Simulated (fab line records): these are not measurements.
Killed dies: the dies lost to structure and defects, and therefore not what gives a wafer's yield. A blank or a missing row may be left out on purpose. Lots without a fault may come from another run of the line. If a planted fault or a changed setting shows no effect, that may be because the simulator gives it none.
Which tool did it? / flow n5Finfet / 8 lots with 24 wafers sampled at 5 steps, on a route of 1938 steps

## WHAT EACH GAUGE READ, for each wafer
N5_BEOL_M1_OVL_MEAS_12. Usual: for M1_OVL the level is -0.3 nm and the standard deviation is 0.69.
lot=L798; measured=day 6 07:22; on=overlay-02; M1_OVL (nm)=-0.2 0.1 -0.2; flag=
lot=L799; measured=day 6 08:47; on=overlay-02; M1_OVL (nm)=0.1 -0.4 0.0; flag=
lot=L801; measured=day 6 14:01; on=overlay-02; M1_OVL (nm)=-0.6 0.2 0.1; flag=
lot=L800; measured=day 6 18:03; on=overlay-02; M1_OVL (nm)=-1.0 -0.7 -0.3; flag=
lot=L810; measured=day 8 23:40; on=overlay-02; M1_OVL (nm)=-0.6 -0.8 -0.2; flag=
lot=L808; measured=day 8 23:46; on=overlay-01; M1_OVL (nm)=-0.7 0.4 0.2; flag=
lot=L809; measured=day 8 23:54; on=overlay-02; M1_OVL (nm)=-0.2 -0.2 0.3; flag=
lot=L818; measured=day 11 05:05; on=overlay-02; M1_OVL (nm)=0.9 -1.1 1.6; flag=

N5_BEOL_M1_INSPECT_13: inspects for defects (brightfield). Usual: rawDefectCount at 410, with a standard deviation of 110.
lot=L798; measured=day 6 07:25; on=defectInspect-02; rawDefectCount=526 428 755; flag=
lot=L799; measured=day 6 08:50; on=defectInspect-01; rawDefectCount=318 327 417; flag=
lot=L801; measured=day 6 14:04; on=defectInspect-02; rawDefectCount=656 451 431; flag=
lot=L800; measured=day 6 18:07; on=defectInspect-02; rawDefectCount=537 506 486; flag=
lot=L810; measured=day 8 23:44; on=defectInspect-02; rawDefectCount=343 359 416; flag=
lot=L808; measured=day 8 23:49; on=defectInspect-02; rawDefectCount=606 525 618; flag=
lot=L809; measured=day 8 23:57; on=defectInspect-01; rawDefectCount=425 399 404; flag=
lot=L818; measured=day 11 05:09; on=defectInspect-02; rawDefectCount=488 394 334; flag=

N5_BEOL_M4_RC_MEAS_101. Usual: DIBL_N 36.4 mV/V, standard deviation 1.2; DIBL_P 36.1 mV/V, standard deviation 1.6; IOFF_N 0.156 nA/um, standard deviation 0.024; IOFF_P 0.21 nA/um, standard deviation 0.031; ION_N 674 uA/um, standard deviation 11; ION_P 463 uA/um, standard deviation 6.9; SS_N 71.5 mV/dec, standard deviation 0.5; SS_P 73.2 mV/dec, standard deviation 0.55; VT_N 250.0 mV, standard deviation 2.9; VT_P -250 mV, standard deviation 3.6.
lot=L798; measured=day 7 22:36; on=prober-02; DIBL_N (mV/V)=37.7 35.5 36.2; DIBL_P (mV/V)=38.4 36.8 37.6; IOFF_N (nA/um)=0.178 0.155 0.157; IOFF_P (nA/um)=0.22 0.20 0.20; ION_N (uA/um)=671 675 679; ION_P (uA/um)=462 464 464; SS_N (mV/dec)=72.2 71.2 70.8; SS_P (mV/dec)=73.5 72.9 72.7; VT_N (mV)=250.2 251.4 250.2; VT_P (mV)=-250 -251 -252; flag=
lot=L799; measured=day 7 23:52; on=prober-01; DIBL_N (mV/V)=36.0 35.7 36.9; DIBL_P (mV/V)=35.3 35.0 35.9; IOFF_N (nA/um)=0.151 0.147 0.168; IOFF_P (nA/um)=0.23 0.22 0.24; ION_N (uA/um)=682 677 679; ION_P (uA/um)=472 471 469; SS_N (mV/dec)=71.9 72.0 71.3; SS_P (mV/dec)=73.1 72.9 72.6; VT_N (mV)=250.8 251.0 247.8; VT_P (mV)=-246 -246 -245; flag=
lot=L801; measured=day 8 06:26; on=prober-02; DIBL_N (mV/V)=35.5 35.4 37.9; DIBL_P (mV/V)=36.6 36.2 39.3; IOFF_N (nA/um)=0.160 0.146 0.207; IOFF_P (nA/um)=0.20 0.18 0.24; ION_N (uA/um)=675 661 679; ION_P (uA/um)=456 450 463; SS_N (mV/dec)=71.5 71.3 71.7; SS_P (mV/dec)=73.7 73.5 75.0; VT_N (mV)=248.2 250.2 244.5; VT_P (mV)=-252 -257 -249; flag=
lot=L800; measured=day 8 05:44; on=prober-01; DIBL_N (mV/V)=37.3 38.7 36.8; DIBL_P (mV/V)=38.3 39.4 37.6; IOFF_N (nA/um)=0.181 0.208 0.167; IOFF_P (nA/um)=0.23 0.24 0.21; ION_N (uA/um)=680 684 674; ION_P (uA/um)=469 464 459; SS_N (mV/dec)=72.1 72.1 72.4; SS_P (mV/dec)=73.3 73.8 73.3; VT_N (mV)=247.3 244.2 247.0; VT_P (mV)=-250 -249 -251; flag=
lot=L810; measured=day 10 11:17; on=prober-01; DIBL_N (mV/V)=34.6 34.1 36.6; DIBL_P (mV/V)=32.7 32.2 35.1; IOFF_N (nA/um)=0.127 0.117 0.156; IOFF_P (nA/um)=0.18 0.17 0.21; ION_N (uA/um)=661 660 678; ION_P (uA/um)=454 453 460; SS_N (mV/dec)=71.4 71.3 71.4; SS_P (mV/dec)=72.3 72.0 73.0; VT_N (mV)=255.9 255.5 250.3; VT_P (mV)=-252 -253 -249; flag=
lot=L808; measured=day 10 10:08; on=prober-02; DIBL_N (mV/V)=36.3 36.3 36.1; DIBL_P (mV/V)=35.8 35.8 35.7; IOFF_N (nA/um)=0.159 0.161 0.152; IOFF_P (nA/um)=0.21 0.21 0.21; ION_N (uA/um)=687 685 668; ION_P (uA/um)=467 472 458; SS_N (mV/dec)=71.9 71.1 70.8; SS_P (mV/dec)=73.7 74.1 73.5; VT_N (mV)=249.2 248.0 249.3; VT_P (mV)=-251 -251 -250; flag=
lot=L809; measured=day 10 16:43; on=prober-02; DIBL_N (mV/V)=38.7 38.5 40.6; DIBL_P (mV/V)=38.0 38.2 41.5; IOFF_N (nA/um)=0.181 0.185 0.236; IOFF_P (nA/um)=0.25 0.25 0.31; ION_N (uA/um)=671 683 696; ION_P (uA/um)=464 468 477; SS_N (mV/dec)=72.1 72.3 72.6; SS_P (mV/dec)=73.0 73.4 73.8; VT_N (mV)=245.3 245.3 245.4; VT_P (mV)=-246 -249 -242; flag=
lot=L818; measured=day 12 20:18; on=prober-02; DIBL_N (mV/V)=34.0 34.5 34.4; DIBL_P (mV/V)=34.0 35.2 33.8; IOFF_N (nA/um)=0.129 0.134 0.120; IOFF_P (nA/um)=0.18 0.20 0.18; ION_N (uA/um)=667 670 660; ION_P (uA/um)=467 467 459; SS_N (mV/dec)=71.0 71.1 70.2; SS_P (mV/dec)=73.1 72.5 72.6; VT_N (mV)=252.9 249.4 251.6; VT_P (mV)=-249 -250 -250; flag=

## WHAT TOOL EACH LOT RAN ON (gives the tool, then ch and the chambers of the sampled wafers, and finally the start)
lot=L798; N5_BEOL_M1_ETCH_64=rieDiel-04 ch 1,2, day 6 07:32; N5_BEOL_M1_EXPOSE_25=euvScanner-02 ch 0, day 6 08:11
lot=L799; N5_BEOL_M1_ETCH_64=rieDiel-05 ch 1,2,3, day 6 08:58; N5_BEOL_M1_EXPOSE_25=euvScanner-02 ch 0, day 6 09:32
lot=L801; N5_BEOL_M1_ETCH_64=rieDiel-06 ch 0,2,3, day 6 14:11; N5_BEOL_M1_EXPOSE_25=euvScanner-01 ch 0, day 6 14:50
lot=L800; N5_BEOL_M1_ETCH_64=rieDiel-04 ch 0,1,2, day 6 18:14; N5_BEOL_M1_EXPOSE_25=euvScanner-02 ch 0, day 6 18:53
lot=L810; N5_BEOL_M1_ETCH_64=rieDiel-04 ch 0,2, day 9 00:07; N5_BEOL_M1_EXPOSE_25=euvScanner-01 ch 0, day 9 00:41
lot=L808; N5_BEOL_M1_ETCH_64=rieDiel-05 ch 2,3, day 9 00:14; N5_BEOL_M1_EXPOSE_25=euvScanner-01 ch 0, day 9 00:59
lot=L809; N5_BEOL_M1_ETCH_64=rieDiel-05 ch 0,1,3, day 9 00:52; N5_BEOL_M1_EXPOSE_25=euvScanner-01 ch 0, day 9 01:31
lot=L818; N5_BEOL_M1_ETCH_64=rieDiel-04 ch 0,2, day 11 05:18; N5_BEOL_M1_EXPOSE_25=euvScanner-02 ch 0, day 11 05:57
- N5_BEOL_M1_ETCH_64: etches SOC in N2/H2, target depth 75 nm, overetch 15 nm, time 112.5 s.
- N5_BEOL_M1_EXPOSE_25: exposes mask V0, defocus 5 nm, target cd 24 nm.

## AS READ BY THE TOOLS THEMSELVES (means over the sampled wafers that have a number; for cases with no such wafer, the mark the record gives instead)
N5_BEOL_M1_ETCH_64. Usual: drypumpMotorCurrentA 5.7 A, standard deviation 0.41; oesProductAu 0.62 a.u., standard deviation 0.064; rfVppV 523.5 V, standard deviation 2.3; showerheadPlenumPTorr 2.53 Torr, standard deviation 0.077; throttleValvePct 17.86 %, standard deviation 0.25.
lot=L798; tool=rieDiel-04; drypumpMotorCurrentA (A)=6.3; oesProductAu (a.u.)=0.53; rfVppV (V)=524.2; showerheadPlenumPTorr (Torr)=2.54; throttleValvePct (%)=18.17; flag=
lot=L799; tool=rieDiel-05; drypumpMotorCurrentA (A)=5.4; oesProductAu (a.u.)=0.65; rfVppV (V)=522.3; showerheadPlenumPTorr (Torr)=2.49; throttleValvePct (%)=17.67; flag=
lot=L801; tool=rieDiel-06; drypumpMotorCurrentA (A)=5.6; oesProductAu (a.u.)=0.58; rfVppV (V)=526.3; showerheadPlenumPTorr (Torr)=2.64; throttleValvePct (%)=17.71; flag=
lot=L800; tool=rieDiel-04; drypumpMotorCurrentA (A)=6.0; oesProductAu (a.u.)=0.58; rfVppV (V)=523.9; showerheadPlenumPTorr (Torr)=2.53; throttleValvePct (%)=18.00; flag=
lot=L810; tool=rieDiel-04; drypumpMotorCurrentA (A)=6.2; oesProductAu (a.u.)=0.72; rfVppV (V)=522.6; showerheadPlenumPTorr (Torr)=2.48; throttleValvePct (%)=17.83; flag=
lot=L808; tool=rieDiel-05; drypumpMotorCurrentA (A)=5.3; oesProductAu (a.u.)=0.67; rfVppV (V)=523.3; showerheadPlenumPTorr (Torr)=2.54; throttleValvePct (%)=17.55; flag=
lot=L809; tool=rieDiel-05; drypumpMotorCurrentA (A)=5.8; oesProductAu (a.u.)=0.59; rfVppV (V)=522.8; showerheadPlenumPTorr (Torr)=2.50; throttleValvePct (%)=17.91; flag=
lot=L818; tool=rieDiel-04; drypumpMotorCurrentA (A)=5.9; oesProductAu (a.u.)=0.67; rfVppV (V)=522.1; showerheadPlenumPTorr (Torr)=2.47; throttleValvePct (%)=17.86; flag=

N5_BEOL_M1_EXPOSE_25. Usual: exposureDoseMJCm2 at 63.00, with a standard deviation of 0.067.
lot=L798 tool=euvScanner-02 exposureDoseMJCm2=63.08 flag=
lot=L799 tool=euvScanner-02 exposureDoseMJCm2=63.02 flag=
lot=L801 tool=euvScanner-01 exposureDoseMJCm2=62.97 flag=
lot=L800 tool=euvScanner-02 exposureDoseMJCm2=63.01 flag=
lot=L810 tool=euvScanner-01 exposureDoseMJCm2=62.99 flag=
lot=L808 tool=euvScanner-01 exposureDoseMJCm2=63.90 flag=OFF
lot=L809 tool=euvScanner-01 exposureDoseMJCm2=63.95 flag=OFF
lot=L818 tool=euvScanner-02 exposureDoseMJCm2=63.01 flag=

## THE ANSWER, worked out from the rows above alone
Rule: lot off if the mean of its wafers having a number is beyond 3 standard deviations from the usual mean. Also off: a lot with no number at a reading for which 4 or more lots have one. Where the step has rows for the other lots, those lots are counted as sound. The gauges are gone through in route order, then the tools' own readings, and for those a lot's mean is taken as printed above. The first step at which some lot is off is used, and at that step the reading that is off furthest; a lot without a number counts as furthest.
Off: L808, L809, at N5_BEOL_M1_EXPOSE_25 (exposureDoseMJCm2).
If a tool, at that step or one of the process steps before it, ran each lot that is off and ran no sound lot following the first of them, it fits. Can't be told from this: 2 tools fit, rieDiel-05 at N5_BEOL_M1_ETCH_64, euvScanner-01 at N5_BEOL_M1_EXPOSE_25.

## WHAT THE SIMULATOR HAD INSERTED
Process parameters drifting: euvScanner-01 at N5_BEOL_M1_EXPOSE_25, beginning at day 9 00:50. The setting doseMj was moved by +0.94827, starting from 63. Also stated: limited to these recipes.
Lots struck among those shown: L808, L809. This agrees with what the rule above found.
